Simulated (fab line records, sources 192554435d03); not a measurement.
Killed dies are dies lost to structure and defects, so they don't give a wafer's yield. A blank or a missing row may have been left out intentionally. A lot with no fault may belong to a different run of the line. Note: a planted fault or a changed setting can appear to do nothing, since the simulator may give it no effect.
A lot that was struck, set against a sound lot | flow n5_finfet | 25 out of 1938 route steps
Sound: the wafers L398.1, L398.4, L398.6. The struck wafers were L407.1, L407.3, L407.6. The cause is named last.
At each step with rows: each side's tool, then ch and its chambers, then its first start. Under that, the readings that differ: sound wafers | struck wafers | difference of the means | sigmas: that difference in standard deviations of wafers without a fault.
alike: words and numbers the same on both sides, and readings whose means are apart by under 2 such deviations; not compared: readings that were withheld, readings missing a value for some wafer, numbers with overlapping values and no deviation given by the record, and bounds like >300 which may hide the same value.
Wherever a step has rows on one side only, a row that says differs or no value, or a row with sigmas, the two part there. Non-overlapping numbers with no deviation appear without sigmas and do not part them. A reading that every wafer of one side lacks parts them only if that side has two wafers or more.

first, 10 steps without rows for these wafers: N5_SD_EPI_P_DESCUM_14 (chemistry O2, time 7.9 s); N5_SD_EPI_P_ETCH_36 (etches SiARC in CF4, target depth 45.5 nm, time 75.8 s); N5_SD_EPI_P_ETCH_37 (etches SOC in N2/H2, overetch 108 nm, time 486 s); N5_SD_EPI_P_STRIP_38 (strips in N2/H2); N5_SD_EPI_P_ETCHBACK_46 (etches SiNx in CH3F/O2, stops on SiO2, target depth 17.5 nm); N5_SD_EPI_P_ETCH_47 (etches SiOCN in CH3F/O2, target depth 25 nm); N5_SD_EPI_P_ETCH_16 (etches SiO2 in CHF3/O2, target depth 5 nm); N5_SD_EPI_P_STRIP_50 (strips in CHF3/O2); N5_SD_EPI_P_SD_RECESS_17 (chemistry HBr/Cl2/O2, target depth 39.1 nm, bt time 3 s); N5_SD_EPI_P_WET_ETCH_45 (etches SiO2 in dHF, time 10.7 s, target depth 2 nm, rinse time 30 s).
N5_SD_EPI_P_STRIP_40: strips in N2/H2.
  sound on plasma_asher-01 ch 0,1, day 6 19:56; struck on plasma_asher-01 ch 0, day 9 03:53
  no value came back on the struck wafers for any of 5 readings (drypump_motor_current_A (A), h2_flow_sccm (sccm) and others); on the sound wafers drypump_motor_current_A (A) reads 6.0 5.9 5.7
  not compared: rf_hours_counter_h
then, 11 steps without rows for these wafers: N5_SD_EPI_P_PRECLEAN_52 (cleans in O3/DIW, time 60 s); N5_SD_EPI_P_SRD_20 (time 30 s); N5_SD_EPI_P_PRECLEAN_51 (cleans in NF3:NH3, afs cycles 1, time 20 s, sublimation time 60 s); N5_SD_EPI_P_VAPOR_ETCH_44 (etches SiGe30 in NF3/Ar, time 3.3 s); N5_SD_EPI_P_EPI_21 (deposits SiGe:B, time 355 s); N5_SD_EPI_P_HM_STRIP_48 (strips SiNx in H3PO4, material SiNx, target depth 3 nm); N5_SD_EPI_P_SRD_49 (time 30 s); N5_SD_EPI_P_PRECLEAN_24 (cleans in O3/DIW, time 45 s); N5_SD_EPI_P_PRECLEAN_32 (cleans in dHF, time 10 s); N5_SD_EPI_P_PRECLEAN_33 (cleans in SC2, time 45 s); N5_SD_EPI_P_SRD_25 (time 30 s).
N5_SD_EPI_P_INSPECT_26: inspects for defects (darkfield).
  struck on defect_inspect-01, day 9 06:47; sound on defect_inspect-02, day 6 22:50
  reading          | sound       | struck         | difference | sigmas
  raw_defect_count | 151 167 228 | 1367 1352 1415 | +1196      | +26
N5_BEOL_M4_RC_MEAS_101:
  the record has rows for the sound wafers here (prober-02 ch 0, day 12 10:39) and none for the struck ones
-- here the record skips 10 days between the struck wafers' starts before and after, leaving off in module BEOL_M4 and picking up in module PASSIVATION (first step shown: number 1936 of the route) --
N5_PASSIVATION_PROBE_49:
  record: rows for the struck wafers here (prober-01, day 19 00:38), none for the sound ones

== WHERE THEY PART ==
Last at N5_PASSIVATION_PROBE_49 as far as this record goes, first at N5_SD_EPI_P_STRIP_40.

WHY: what the simulator had put in
Whole step skipped at N5_SD_EPI_P_STRIP_40 on plasma_asher-01, starting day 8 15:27. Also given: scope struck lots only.
